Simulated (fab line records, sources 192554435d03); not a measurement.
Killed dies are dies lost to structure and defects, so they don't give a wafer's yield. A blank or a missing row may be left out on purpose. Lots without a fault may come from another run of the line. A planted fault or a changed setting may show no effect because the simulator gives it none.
Which tool did it? | flow n5_finfet | 12 lots, 35 wafers sampled, at 5 steps of a route of 1938

WHAT THE GAUGES READ, wafer by wafer
N5_BEOL_M10_OCD_MEAS_38.
lot  | measured     | on     | trench_depth_nm (nm)
L459 | day 10 09:40 | ocd-02 | 151.6 150.8 148.5
L461 | day 10 13:18 | ocd-02 | 148.6 147.0 148.1
L462 | day 10 16:16 | ocd-01 | 149.4 148.9 148.3
L465 | day 11 20:12 | ocd-02 | 149.2 152.9 149.6
L467 | day 12 02:38 | ocd-01 | 152.9 149.7 147.9
L473 | day 13 07:20 | ocd-01 | 150.9 147.3
L474 | day 13 17:53 | ocd-01 | 149.8 148.9 148.3
L476 | day 14 08:09 | ocd-02 | 150.1 148.8 148.4
L479 | day 14 21:39 | ocd-02 | 149.5 149.6 150.7
L478 | day 14 23:52 | ocd-02 | 153.2 147.9 148.2
L481 | day 15 16:35 | ocd-02 | 151.7 147.1 151.0
L480 | day 15 23:11 | ocd-02 | 152.5 149.3 149.6

N5_BEOL_M11_INSPECT_13: inspects for defects (brightfield).
lot  | measured     | on                | raw_defect_count
L459 | day 10 14:37 | defect_inspect-01 | 256 285 251
L461 | day 10 20:20 | defect_inspect-01 | 457 326 396
L462 | day 10 20:46 | defect_inspect-01 | 592 384 567
L465 | day 12 03:29 | defect_inspect-01 | 341 400 296
L467 | day 12 06:49 | defect_inspect-02 | 446 360 282
L473 | day 13 12:13 | defect_inspect-01 | 427 373
L474 | day 13 23:20 | defect_inspect-01 | 443 375 279
L476 | day 14 15:04 | defect_inspect-02 | 469 352 517
L479 | day 15 05:38 | defect_inspect-02 | 440 383 355
L478 | day 15 05:56 | defect_inspect-02 | 358 491 461
L481 | day 15 20:53 | defect_inspect-01 | 315 363 341
L480 | day 16 05:31 | defect_inspect-01 | 276 327 339

N5_BEOL_M11_CD_MEAS_28: target cd 70 nm.
lot  | measured     | on        | cd_nm (nm)
L459 | day 10 15:41 | cd_sem-02 | 69.3 69.9 70.1
L461 | day 10 22:10 | cd_sem-01 | 69.1 70.8 68.6
L462 | day 10 22:20 | cd_sem-01 | 68.5 68.8 69.0
L465 | day 12 05:16 | cd_sem-02 | 69.8 69.1 69.1
L467 | day 12 08:31 | cd_sem-01 | 68.9 69.3 69.5
L473 | day 13 13:53 | cd_sem-01 | 63.3 64.0
L474 | day 14 01:31 | cd_sem-01 | 63.9 64.4 64.7
L476 | day 14 17:35 | cd_sem-02 | 69.1 69.3 69.2
L479 | day 15 07:17 | cd_sem-01 | 70.1 71.3 71.2
L478 | day 15 07:20 | cd_sem-03 | 70.8 69.7 69.8
L481 | day 15 22:32 | cd_sem-03 | 70.6 69.6 68.9
L480 | day 16 07:57 | cd_sem-01 | 70.4 70.8 70.9

WHICH TOOL RAN EACH LOT (tool, then ch and the chambers of the sampled wafers, then the start)
lot  | N5_BEOL_M10_CMP_52            | N5_BEOL_M11_PEB_26
L459 | cmp-02 ch 0,2,3, day 10 12:21 | litho_track-04 ch 0, day 10 15:37
L461 | cmp-03 ch 1,2,3, day 10 16:58 | litho_track-04 ch 0, day 10 22:05
L462 | cmp-02 ch 0,1, day 10 18:26   | litho_track-04 ch 0, day 10 22:16
L465 | cmp-02 ch 0,1,3, day 12 00:21 | litho_track-04 ch 0, day 12 05:11
L467 | cmp-04 ch 0,1, day 12 04:48   | litho_track-04 ch 0, day 12 08:27
L473 | cmp-04 ch 0,2, day 13 10:20   | litho_track-04 ch 0, day 13 13:50
L474 | cmp-04 ch 0,3, day 13 20:22   | litho_track-04 ch 0, day 14 01:26
L476 | cmp-03 ch 1,2,3, day 14 11:31 | litho_track-02 ch 0, day 14 17:31
L479 | cmp-03 ch 1,3, day 15 00:52   | litho_track-01 ch 0, day 15 07:13
L478 | cmp-04 ch 1,2,3, day 15 01:55 | litho_track-02 ch 0, day 15 07:16
L481 | cmp-04 ch 0,2,3, day 15 18:41 | litho_track-01 ch 0, day 15 22:28
L480 | cmp-04 ch 0,1,3, day 16 00:53 | litho_track-01 ch 0, day 16 07:53
- N5_BEOL_M10_CMP_52: polishes, stops on SiCOH lowk, t overpolish 7 s, target thk 140 nm.
- N5_BEOL_M11_PEB_26: peb time 60 s.

WHAT THE TOOLS THEMSELVES READ (means of the sampled wafers that have a number; where no wafer has one, the mark that the record gives instead)
N5_BEOL_M10_CMP_52.
lot  | tool   | barrier_field_endpoint_s (s) | motor_current_A (A) | overpolish_run_s (s) | time_to_endpoint_s (s)
L459 | cmp-02 | 29.0                         | 6.0                 | 7.007                | 67.6
L461 | cmp-03 | 28.8                         | 6.3                 | 6.994                | 68.1
L462 | cmp-02 | 28.6                         | 6.3                 | 7.007                | 65.4
L465 | cmp-02 | 28.5                         | 6.4                 | 7.006                | 66.0
L467 | cmp-04 | 29.1                         | 5.5                 | 7.000                | 66.9
L473 | cmp-04 | 29.4                         | 6.5                 | 7.002                | 68.2
L474 | cmp-04 | 28.8                         | 5.5                 | 7.005                | 66.9
L476 | cmp-03 | 29.1                         | 6.2                 | 7.001                | 64.8
L479 | cmp-03 | 28.6                         | 5.8                 | 6.997                | 65.3
L478 | cmp-04 | 28.5                         | 5.8                 | 6.998                | 63.7
L481 | cmp-04 | 28.7                         | 5.9                 | 7.009                | 70.0
L480 | cmp-04 | 29.3                         | 5.5                 | 6.996                | 66.1

THE ANSWER, worked out from the rows above alone
Rule: what is usual is taken from the lots themselves. Put in order of their means at a reading, lots are off if they are a third of the lots or fewer, leave a main group of 4 or more, and stand apart from it by a gap of 3 or more times the standard deviation of the main group's means; of several such gaps the widest counts. A main group whose means are all the same, to the digits that the tables above print for the reading, isn't used. A lot without any number at a reading at which 4 lots or more have one is off too. The other lots that the step has rows for count as sound. The gauges are gone through in route order, then the tools' own readings, and for those a lot's mean is taken as printed above. The first step at which some lot is off is used, and at that step the reading that is off furthest; a lot without a number counts as furthest.
Off: L473, L474, at N5_BEOL_M11_CD_MEAS_28 (cd_nm). The main group: mean 69.7 nm, standard deviation 0.64.
A tool fits if, at a process step before that reading, it ran every lot that is off, and no sound lot after the first of them. The gauges at N5_BEOL_M11_CD_MEAS_28 are tried like those tools. One fits: litho_track-04 at N5_BEOL_M11_PEB_26. Its last sound lot is L467 (day 12 08:27), its first lot that is off L473 (day 13 13:50): a fault that began between those two fits.

WHAT THE SIMULATOR HAD PUT IN
Process parameter drift: litho_track-04, from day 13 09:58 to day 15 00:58, at N5_BEOL_M11_PEB_26. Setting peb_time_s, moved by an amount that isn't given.
Lots struck among those shown: L473, L474. The rule above found the same.
